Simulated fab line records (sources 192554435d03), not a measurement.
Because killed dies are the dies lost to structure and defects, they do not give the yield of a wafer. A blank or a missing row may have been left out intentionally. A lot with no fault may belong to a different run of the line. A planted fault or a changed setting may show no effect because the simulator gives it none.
Chamber matching || flow n5-finfet || 4 sister chambers for N5_BEOL_M6_ALD_77 on ald-metal-02
The step deposits TaN, target thk 2 nm, pulse time 2 s, purge time 3 s. 4 wafers are shown with their chamber, then 10 later ones without.

WAFERS PAIRED WITH THEIR CHAMBERS
{"wafer": "L087.5", "chamber": 1, "heater-power-w (W)": 418}
{"wafer": "L091.6", "chamber": 0, "heater-power-w (W)": 466}
{"wafer": "L090.1", "chamber": 3, "heater-power-w (W)": 392}
{"wafer": "L090.2", "chamber": 2, "heater-power-w (W)": 426}

WAFERS MISSING THEIR CHAMBER
{"wafer": "L090.5", "heater-power-w (W)": 388}
{"wafer": "L092.1", "heater-power-w (W)": 423}
{"wafer": "L092.3", "heater-power-w (W)": 388}
{"wafer": "L092.4", "heater-power-w (W)": 413}
{"wafer": "L094.1", "heater-power-w (W)": 382}
{"wafer": "L094.2", "heater-power-w (W)": 420}
{"wafer": "L094.6", "heater-power-w (W)": 423}
{"wafer": "L096.1", "heater-power-w (W)": 428}
{"wafer": "L096.2", "heater-power-w (W)": 469}
{"wafer": "L096.4", "heater-power-w (W)": 383}

WHICH CHAMBER EACH ONE RAN IN
{"wafer": "L090.5", "from the rows above": 3, "in truth": 3}
{"wafer": "L092.1", "from the rows above": "can't be placed: 2 or 1", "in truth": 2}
{"wafer": "L092.3", "from the rows above": 3, "in truth": 3}
{"wafer": "L092.4", "from the rows above": "can't be placed: 1 or 2", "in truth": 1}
{"wafer": "L094.1", "from the rows above": 3, "in truth": 3}
{"wafer": "L094.2", "from the rows above": "can't be placed: 1 or 2", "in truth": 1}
{"wafer": "L094.6", "from the rows above": "can't be placed: 2 or 1", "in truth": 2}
{"wafer": "L096.1", "from the rows above": "can't be placed: 2 or 1", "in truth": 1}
{"wafer": "L096.2", "from the rows above": 0, "in truth": 0}
{"wafer": "L096.4", "from the rows above": 3, "in truth": 3}
Correctly placed: 5 of 10. From these rows, 5 cannot be placed; in 5 the true chamber is one of the candidates. 0 placed wrongly.
How it was worked out, from the rows above alone: a wafer's distance from a chamber is the root of the sum, over the readings, of the square of ((its reading less the chamber's mean) divided by the reading's scatter). If the next closest chamber is less than 2 further off than the closest, the wafer can't be placed; otherwise it belongs to the closest. Each chamber's mean is taken over the wafers shown for it. The scatter: root of mean squared gap, hidden wafer to nearest shown wafer, with one shown wafer a chamber.
